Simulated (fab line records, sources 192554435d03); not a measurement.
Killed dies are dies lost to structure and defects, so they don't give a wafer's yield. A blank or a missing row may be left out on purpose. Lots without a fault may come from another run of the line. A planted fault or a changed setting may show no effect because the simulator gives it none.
Split-lot experiment | flow n5_finfet | 7 lots, 21 wafers read, on a route of 1938 steps

THE SPLIT
At N5_HKMG_FIN_ETCH_35 (etches SOC in N2/H2, target depth 215.8 nm, time 243.4 s), the setting bias_w was moved away from the recipe's 5 W on 9 of the 21 wafers read, by -13.9% to +14.0%. The other wafers ran this setting at the recipe's value.

The reading is taken at the split's own step.

THE READING
rf_vpp_V, in V, at N5_HKMG_FIN_ETCH_35 (etches SOC in N2/H2, target depth 215.8 nm, time 243.4 s). Fault-free wafers of this fab line usually give 141.6 V, standard deviation 0.98 V.

wafer  | tool, chamber at the split | bias_w as run, W | against the recipe | rf_vpp_V, V | against lot-mates on the recipe
L074.1 | rie_diel-03, 3             | 5.693            | +13.9%             | 154.9       | +13.8
L074.5 | rie_diel-03, 1             | 5                | recipe             | 141.0       | -
L074.6 | rie_diel-03, 0             | 5                | recipe             | 141.3       | -
L079.2 | rie_diel-03, 2             | 5.456            | +9.1%              | 151.2       | no lot-mate on the recipe
L079.3 | rie_diel-03, 1             | 5.456            | +9.1%              | 150.2       | no lot-mate on the recipe
L079.5 | rie_diel-03, 1             | 5.456            | +9.1%              | 150.5       | no lot-mate on the recipe
L082.1 | rie_diel-03, 1             | 5                | recipe             | 141.3       | -
L082.2 | rie_diel-03, 2             | 5                | recipe             | 142.5       | -
L082.3 | rie_diel-03, 3             | 5                | recipe             | 141.5       | -
L084.2 | rie_diel-05, 2             | 5                | recipe             | 141.9       | -
L084.3 | rie_diel-05, 1             | 4.305            | -13.9%             | 126.7       | -14.5
L084.5 | rie_diel-05, 0             | 5                | recipe             | 140.6       | -
L086.1 | rie_diel-04, 2             | 5.702            | +14.0%             | 153.7       | +12.1
L086.2 | rie_diel-04, 3             | 5                | recipe             | 141.6       | -
L086.6 | rie_diel-04, 0             | 5.702            | +14.0%             | 154.6       | +13.0
L091.1 | rie_diel-05, 2             | 5                | recipe             | 141.6       | -
L091.3 | rie_diel-05, 1             | 5.609            | +12.2%             | 154.0       | +12.4
L091.5 | rie_diel-05, 0             | 5.609            | +12.2%             | 152.1       | +10.5
L095.1 | rie_diel-05, 1             | 5                | recipe             | 142.0       | -
L095.2 | rie_diel-05, 2             | 5                | recipe             | 139.7       | -
L095.4 | rie_diel-05, 3             | 5                | recipe             | 142.6       | -

THE FIT
A straight line over all 21 wafers: rf_vpp_V changes by +0.975 V for each +1% of bias_w; r = +0.99; the points scatter about the line by 0.83 V.
The same after taking each lot's own level away (the mean of its wafers on the recipe; 18 wafers): +0.96 V for each +1%; r = +0.99; scatter 0.85 V.
On that fit, the largest move of bias_w shifts the reading by 13 V.
The lots' own levels span 141.15 to 141.77 V, that is 0.6 times the standard deviation above.
So the lot-to-lot level changes the slope little: the two slopes agree.
Check: with one of the wafers moved furthest among these (+14.0%) left out of the fit, the line predicts +13.6 V for it against its lot-mates. It came out at +12.1 V against them.
Tool readings at the split's step, against how far the setting was moved: rf_vpp_V r = +0.99.

OTHER SPLITS ON THESE WAFERS
These wafers also went through other splits before the reading. Each is held against what the fit with the lots' levels taken away leaves over:
other split on the same wafers | wafers away from the commonest value | r with rf_vpp_V (lot level and that fit taken away)
N5_SDB_COAT_05 spin_rpm        | 8                                    | -0.05

THE FILE'S OWN FIT
rf_vpp_V changes by +0.968 V for each +1% of bias_w, r = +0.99.
